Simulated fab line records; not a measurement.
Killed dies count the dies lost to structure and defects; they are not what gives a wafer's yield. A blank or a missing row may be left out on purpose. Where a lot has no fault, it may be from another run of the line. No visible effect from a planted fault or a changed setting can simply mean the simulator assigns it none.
fab line records -- flow n5Finfet -- part 2 of 2: steps 21 to 28 of 28
record: lots: 5, wafers: 15, lastDay: 18
route steps=1938 shown FIN_CUT@178 STI_FIN_REVEAL@183
lots untouched by any fault: they come from a run of this same line in which no faults occurred
startH: the number of hours between the record's first day and the start of the first shown wafer of the lot -- waitH: time in hours since the lot's previous step -- " the same as in the row above -- L1.1+2: one row covering several wafers at once -- - no value, or no start was given -- * or withheld: withheld -- < > ~ a bound
route shown NAME@n: names a module that has steps shown in the file, with the first one's number in the route -- usual: mean/standard deviation of fault-free wafers -- same: alike in all rows -- chamber/n: place in a boat -- sites: readings site by site -- _std_site: how widely they spread, as a standard deviation -- _edge_site: the outer-site mean with the inner-site mean subtracted -- radiusMm: for every site, how far away it sits from the centre of the wafer -- mask NAME#n: copy n -- behind: tool/chamber where the wafer was last shaped -- hold: why the lot was held/for how many hours/how that ended -- device: the transistor (n, p or np) that didn't switch -- end of line: tests of these same wafers at the route's end -- step lacking rows: just its recipe -- killed: dies that structure and defects cost at the first sort, which is not the same as the wafer's yield -- map: a wafer's dies, x killed, . not, _ none there
set.NAME: the run value of the setting; set.NAME@STEP: its run value at that earlier step -- model.NAME: the simulator's own value behind a step, which no gauge read
a table for each step, a row for each wafer; lots at some steps of the route
services: from which hour (startH, from the record's first day; less than 0 if before it) a tool's chamber was out of use, for how many hours, and why
== steps ==
step: N5_STI_FIN_REVEAL_PRECLEAN_17
recipe: chemistry: NF3:NH3, afsCycles: 1, tempC: 30, timeS: 20, sublimationTempC: 180, sublimationTimeS: 60, pressureTorr: 3, rfPowerW: 30
usual: pressureTorr: 3.000/0.0063, rfPowerW: 29.99/0.083, sublimationTempC: 179.99/0.16
same: sublimationTimeS: 60, timeS: 20
lot.wafer,tool,chamber,startH,waitH,pressureTorr,rfPowerW,sublimationTempC
L078.1,remotePlasma-01,0,60.39,0.0,3.009,30.06,180.11
L078.3,remotePlasma-01,0,60.39,0.0,2.997,30.03,179.93
L078.4,remotePlasma-01,0,60.39,0.0,2.999,29.99,179.88
L080.3,remotePlasma-02,1,72.26,0.1,2.996,29.98,180.08
L080.4,remotePlasma-02,1,72.26,0.1,3.000,29.98,179.87
L080.5,remotePlasma-02,1,72.26,0.1,3.004,30.01,180.00
L086.2,remotePlasma-02,0,114.43,0.1,2.987,29.89,179.94
L086.3,remotePlasma-02,0,114.43,0.1,2.994,29.96,179.86
L086.6,remotePlasma-02,0,114.43,0.1,2.990,30.06,180.10
L089.3,remotePlasma-01,1,127.88,0.1,2.994,30.08,179.80
L089.4,remotePlasma-01,1,127.88,0.1,2.995,29.98,180.01
L089.6,remotePlasma-01,1,127.88,0.1,3.000,30.05,180.03
L096.4,remotePlasma-02,1,167.54,0.1,2.998,29.93,179.91
L096.5,remotePlasma-02,1,167.54,0.1,3.008,30.06,179.98
L096.6,remotePlasma-02,1,167.54,0.1,2.999,29.95,180.03
step: N5_STI_FIN_REVEAL_ETCH_34
recipe: chemistry: H2, mode: isotropic, material: Si, target: Si, targetDepthA: 9.7, tempC: 20, pressureMtorr: 4.5, icpW: 300, biasW: 0, h2FlowSccm: 7.5, heFlowSccm: 142.5
usual: drypumpMotorCurrentA: 5.6/0.59, oesProductAu: 0.996/0.013, throttleValvePct: 25.8/0.3
lot.wafer,tool,chamber,startH,waitH,drypumpMotorCurrentA,oesProductAu,rfHoursCounterH,throttleValvePct
L078.1,rieSi-02,3,60.59,0.2,5.3,0.991,49,25.5
L078.3,rieSi-02,2,60.59,0.2,6.2,0.977,48,25.2
L078.4,rieSi-02,0,60.59,0.2,5.6,0.995,76,25.9
L080.3,rieSi-06,1,72.40,0.1,5.4,1.001,31,25.6
L080.4,rieSi-06,0,72.40,0.1,5.9,1.014,118,26.3
L080.5,rieSi-06,1,72.40,0.1,5.4,1.006,-,25.6
L086.2,rieSi-05,3,114.60,0.1,6.8,1.012,128,25.9
L086.3,rieSi-05,1,114.60,0.1,6.3,0.981,58,26.0
L086.6,rieSi-05,3,114.60,0.1,6.8,0.990,-,25.8
L089.3,rieSi-05,0,128.02,0.1,4.9,1.007,189,25.9
L089.4,rieSi-05,0,128.02,0.1,4.9,1.006,-,25.9
L089.6,rieSi-05,3,128.02,0.1,6.8,1.011,-,25.9
L096.4,rieSi-06,0,167.65,0.1,5.9,1.005,119,26.3
L096.5,rieSi-06,2,167.65,0.1,4.9,1.005,-,26.1
L096.6,rieSi-06,1,167.65,0.1,5.5,1.001,-,25.6
step: N5_STI_FIN_REVEAL_OXIDATION_31
recipe: chemistry: O2_PLASMA_REMOTE, tempC: 150, timeS: 20, pressureMtorr: 1000, sourcePowerW: 2000, o2FlowSccm: 3000
usual: drypumpMotorCurrentA: 5.34/0.27, heaterPowerW: 150/6.9
same: timeS: 20
lot.wafer,tool,chamber,startH,waitH,drypumpMotorCurrentA,heaterPowerW,rfHoursCounterH
L078.1,plasmaAsher-01,1,60.65,0.0,5.62,157,84
L078.3,plasmaAsher-01,0,60.65,0.0,5.00,140,-
L078.4,plasmaAsher-01,1,60.65,0.0,5.64,155,-
L080.3,plasmaAsher-02,0,72.48,0.1,5.22,144,-
L080.4,plasmaAsher-02,1,72.48,0.1,5.51,155,-
L080.5,plasmaAsher-02,1,72.48,0.1,5.52,158,-
L086.2,plasmaAsher-02,1,114.66,0.0,5.52,154,42
L086.3,plasmaAsher-02,0,114.66,0.0,5.23,145,-
L086.6,plasmaAsher-02,0,114.66,0.0,5.23,147,-
L089.3,plasmaAsher-01,0,128.10,0.1,5.01,143,-
L089.4,plasmaAsher-01,1,128.10,0.1,5.62,158,-
L089.6,plasmaAsher-01,1,128.10,0.1,5.63,158,-
L096.4,plasmaAsher-01,1,167.73,0.1,5.64,157,-
L096.5,plasmaAsher-01,1,167.73,0.1,5.65,160,-
L096.6,plasmaAsher-01,0,167.73,0.1,5.01,141,-
step: N5_STI_FIN_REVEAL_PRECLEAN_32
recipe: chemistry: NF3:NH3, afsCycles: 1, tempC: 30, timeS: 20, sublimationTempC: 180, sublimationTimeS: 60, pressureTorr: 3, rfPowerW: 30
usual: pressureTorr: 3.000/0.0049, rfPowerW: 29.99/0.081, sublimationTempC: 180.03/0.16
same: sublimationTimeS: 60, timeS: 20
lot.wafer,tool,chamber,startH,waitH,pressureTorr,rfPowerW,sublimationTempC
L078.1,remotePlasma-02,1,60.74,0.1,2.996,29.89,180.16
L078.3,remotePlasma-02,1,60.74,0.1,3.000,30.03,180.26
L078.4,remotePlasma-02,1,60.74,0.1,2.991,29.90,180.27
L080.3,remotePlasma-02,0,72.61,0.1,2.994,30.03,180.02
L080.4,remotePlasma-02,0,72.61,0.1,2.997,30.09,180.20
L080.5,remotePlasma-02,0,72.61,0.1,2.996,30.12,180.10
L086.2,remotePlasma-01,0,114.78,0.1,3.001,29.96,179.98
L086.3,remotePlasma-01,0,114.78,0.1,2.999,30.14,180.03
L086.6,remotePlasma-01,0,114.78,0.1,2.999,29.97,180.10
L089.3,remotePlasma-02,0,128.23,0.1,2.997,30.08,180.09
L089.4,remotePlasma-02,0,128.23,0.1,2.995,29.93,180.17
L089.6,remotePlasma-02,0,128.23,0.1,2.999,29.92,180.19
L096.4,remotePlasma-01,0,167.88,0.1,2.997,29.98,180.16
L096.5,remotePlasma-01,0,167.88,0.1,2.995,29.88,179.87
L096.6,remotePlasma-01,0,167.88,0.1,3.003,29.80,180.09
step: N5_STI_FIN_REVEAL_STRIP_35
recipe: chemistry: H3PO4, material: Si3N4, tempC: 165, targetDepthA: 40, timeS: 39
usual: bathHeatDutyPct: 27/3.2
same: timeS: 39
lot.wafer,tool,chamber,startH,waitH,bathHeatDutyPct
L078.1,wetBench-05,1,60.95,0.2,22
L078.3,wetBench-05,5,60.95,0.2,24
L078.4,wetBench-05,2,60.95,0.2,25
L080.3,wetBench-01,1,72.76,0.1,34
L080.4,wetBench-01,7,72.76,0.1,26
L080.5,wetBench-01,4,72.76,0.1,25
L086.2,wetBench-05,4,114.96,0.2,29
L086.3,wetBench-05,5,114.96,0.2,26
L086.6,wetBench-05,2,114.96,0.2,24
L089.3,wetBench-06,5,128.38,0.1,24
L089.4,wetBench-06,4,128.38,0.1,38
L089.6,wetBench-06,3,128.38,0.1,25
L096.4,wetBench-01,0,168.00,0.1,26
L096.5,wetBench-01,7,168.00,0.1,26
L096.6,wetBench-01,4,168.00,0.1,26
step: N5_STI_FIN_REVEAL_SRD_21
recipe: dry: ipaMarangoni, timeS: 30, tempC: 23, rinseLiquid: diw
usual: bathHeatDutyPct: 3.5/0.59
same: timeS: 30
lot.wafer,tool,chamber,startH,waitH,bathHeatDutyPct
L078.1,wetBench-05,1,60.96,0.0,2.8
L078.3,wetBench-05,5,60.96,0.0,3.8
L078.4,wetBench-05,2,60.96,0.0,3.2
L080.3,wetBench-01,1,72.77,0.0,4.4
L080.4,wetBench-01,7,72.77,0.0,2.9
L080.5,wetBench-01,4,72.77,0.0,3.4
L086.2,wetBench-05,4,114.98,0.0,4.1
L086.3,wetBench-05,5,114.98,0.0,3.4
L086.6,wetBench-05,2,114.98,0.0,3.5
L089.3,wetBench-06,5,128.39,0.0,3.2
L089.4,wetBench-06,4,128.39,0.0,4.5
L089.6,wetBench-06,3,128.39,0.0,3.9
L096.4,wetBench-01,0,168.02,0.0,4.1
L096.5,wetBench-01,7,168.02,0.0,2.5
L096.6,wetBench-01,4,168.02,0.0,2.7
step: N5_STI_FIN_REVEAL_OXIDATION_33
recipe: chemistry: O2_PLASMA_REMOTE, tempC: 150, timeS: 20, pressureMtorr: 1000, sourcePowerW: 2000, o2FlowSccm: 3000
usual: drypumpMotorCurrentA: 5.35/0.26, heaterPowerW: 151/6.9
same: timeS: 20
lot.wafer,tool,chamber,startH,waitH,drypumpMotorCurrentA,heaterPowerW,rfHoursCounterH
L078.1,plasmaAsher-02,0,61.01,0.0,5.24,145,30
L078.3,plasmaAsher-02,1,61.01,0.0,5.52,159,-
L078.4,plasmaAsher-02,0,61.01,0.0,5.20,147,-
L080.3,plasmaAsher-01,1,72.84,0.0,5.64,160,-
L080.4,plasmaAsher-01,0,72.84,0.0,5.02,141,-
L080.5,plasmaAsher-01,0,72.84,0.0,5.05,137,-
L086.2,plasmaAsher-01,0,115.02,0.0,5.03,145,94
L086.3,plasmaAsher-01,1,115.02,0.0,5.69,159,-
L086.6,plasmaAsher-01,1,115.02,0.0,5.66,159,-
L089.3,plasmaAsher-02,1,128.45,0.0,5.50,159,-
L089.4,plasmaAsher-02,0,128.45,0.0,5.21,146,-
L089.6,plasmaAsher-02,1,128.45,0.0,5.50,158,-
L096.4,plasmaAsher-01,1,168.08,0.0,5.66,158,-
L096.5,plasmaAsher-01,0,168.08,0.0,4.99,140,-
L096.6,plasmaAsher-01,1,168.08,0.0,5.62,156,-
step: N5_STI_FIN_REVEAL_CLEAN_19
recipe: chemistry: O3/DIW, tempC: 25, timeS: 120, o3Ppm: 10
usual: bathHeatDutyPct: 6.1/0.74
same: timeS: 120
lot.wafer,tool,chamber,startH,waitH,bathHeatDutyPct
L078.1,wetBench-05,0,61.09,0.1,5.8
L078.3,wetBench-05,1,61.09,0.1,6.0
L078.4,wetBench-05,6,61.09,0.1,5.0
L080.3,wetBench-05,2,72.90,0.0,5.6
L080.4,wetBench-05,4,72.90,0.0,7.5
L080.5,wetBench-05,6,72.90,0.0,5.5
L086.2,wetBench-01,7,115.11,0.1,5.8
L086.3,wetBench-01,3,115.11,0.1,6.4
L086.6,wetBench-01,2,115.11,0.1,7.3
L089.3,wetBench-01,1,128.52,0.0,7.4
L089.4,wetBench-01,2,128.52,0.0,7.8
L089.6,wetBench-01,3,128.52,0.0,6.1
L096.4,wetBench-05,0,168.15,0.0,4.6
L096.5,wetBench-05,6,168.15,0.0,5.1
L096.6,wetBench-05,3,168.15,0.0,6.1
== services ==
tool,chamber,startH,hours,kind
rieDiel-05,3,33.07,9.2,repair
plasmaAsher-02,-,35.36,14.6,pm
remotePlasma-02,-,35.96,0.6,repair
fcvd-01,-,37.16,6.3,repair
rieSi-06,1,46.23,16.6,repair
vaporEtch-01,-,49.77,1.6,repair
rieSi-06,3,59.53,1.7,repair
rieDiel-05,2,60.80,8.2,repair
cmp-03,-,62.20,0.6,repair
plasmaAsher-01,-,66.22,1.2,repair
rieSi-05,1,72.60,3.6,repair
rieSi-06,2,75.11,39.6,repair
aldSin-04,1,82.27,4.2,repair
aldSin-01,-,83.81,14.6,pm
aldSin-04,-,85.25,14.0,pm
rieDiel-02,-,85.35,0.4,repair
rieDiel-03,3,91.98,1.4,repair
wetBench-02,-,93.98,1.9,pm
wetBench-04,-,95.33,4.9,repair
rieSi-06,-,98.32,4.3,pm
rieSi-06,3,106.99,3.7,repair
rieDiel-03,-,110.52,4.3,pm
cmp-03,-,156.16,4.0,pm
aldSin-02,-,166.41,0.8,pm
